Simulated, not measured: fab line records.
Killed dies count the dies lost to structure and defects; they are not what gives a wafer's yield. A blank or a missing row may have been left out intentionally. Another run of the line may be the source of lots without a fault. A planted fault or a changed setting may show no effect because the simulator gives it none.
Matching of chambers :: flow n5_finfet :: rie_diel-01 running N5_BEOL_M11_ETCH_66: 4 sister chambers
The step etches SOC in N2/H2, target depth 120 nm, overetch 24 nm, time 180 s. 8 wafers are shown with their chamber, then 9 later ones without.

== WAFERS WITH THEIR CHAMBER ==
wafer: L083.2
chamber: 0
drypump_motor_current_A (A): 6.7
showerhead_plenum_p_Torr (Torr): 2.52

wafer: L085.4
chamber: 0
drypump_motor_current_A (A): 6.7
showerhead_plenum_p_Torr (Torr): 2.52

wafer: L085.6
chamber: 3
drypump_motor_current_A (A): 5.9
showerhead_plenum_p_Torr (Torr): 2.49

wafer: L086.1
chamber: 1
drypump_motor_current_A (A): 5.0
showerhead_plenum_p_Torr (Torr): 2.61

wafer: L086.5
chamber: 2
drypump_motor_current_A (A): 6.0
showerhead_plenum_p_Torr (Torr): 2.43

wafer: L090.2
chamber: 2
drypump_motor_current_A (A): 6.0
showerhead_plenum_p_Torr (Torr): 2.43

wafer: L090.4
chamber: 1
drypump_motor_current_A (A): 4.9
showerhead_plenum_p_Torr (Torr): 2.61

wafer: L090.6
chamber: 3
drypump_motor_current_A (A): 5.9
showerhead_plenum_p_Torr (Torr): 2.48

== WAFERS WHOSE CHAMBER IS MISSING ==
wafer: L092.1
drypump_motor_current_A (A): 5.9
showerhead_plenum_p_Torr (Torr): 2.48

wafer: L092.4
drypump_motor_current_A (A): 6.7
showerhead_plenum_p_Torr (Torr): 2.51

wafer: L092.5
drypump_motor_current_A (A): 6.0
showerhead_plenum_p_Torr (Torr): 2.42

wafer: L093.1
drypump_motor_current_A (A): 5.9
showerhead_plenum_p_Torr (Torr): 2.48

wafer: L093.2
drypump_motor_current_A (A): 6.7
showerhead_plenum_p_Torr (Torr): 2.51

wafer: L093.4
drypump_motor_current_A (A): 6.7
showerhead_plenum_p_Torr (Torr): 2.51

wafer: L095.1
drypump_motor_current_A (A): 5.9
showerhead_plenum_p_Torr (Torr): 2.48

wafer: L095.2
drypump_motor_current_A (A): 6.0
showerhead_plenum_p_Torr (Torr): 2.42

wafer: L095.3
drypump_motor_current_A (A): 4.9
showerhead_plenum_p_Torr (Torr): 2.61

== WHICH CHAMBER EACH WENT THROUGH ==
wafer: L092.1
from the rows above: 3
in truth: 3

wafer: L092.4
from the rows above: 0
in truth: 0

wafer: L092.5
from the rows above: 2
in truth: 2

wafer: L093.1
from the rows above: 3
in truth: 3

wafer: L093.2
from the rows above: 0
in truth: 0

wafer: L093.4
from the rows above: 0
in truth: 0

wafer: L095.1
from the rows above: 3
in truth: 3

wafer: L095.2
from the rows above: 2
in truth: 2

wafer: L095.3
from the rows above: 1
in truth: 1
Correctly placed: 9 of 9. From these rows, 0 cannot be placed. Wrongly placed: 0.
How it was worked out, from the rows above alone: a wafer's distance from a chamber is the root of the sum, over the readings, of the square of ((its reading less the chamber's mean) divided by the reading's scatter). The wafer belongs to the nearest chamber; if the next one is less than 2 further off, it can't be placed. A chamber's mean is the mean of its shown wafers. How the scatter is found: for the shown wafers, subtract from each reading the mean of its chamber, square and add these, divide the total by (wafers less chambers), then take the root.
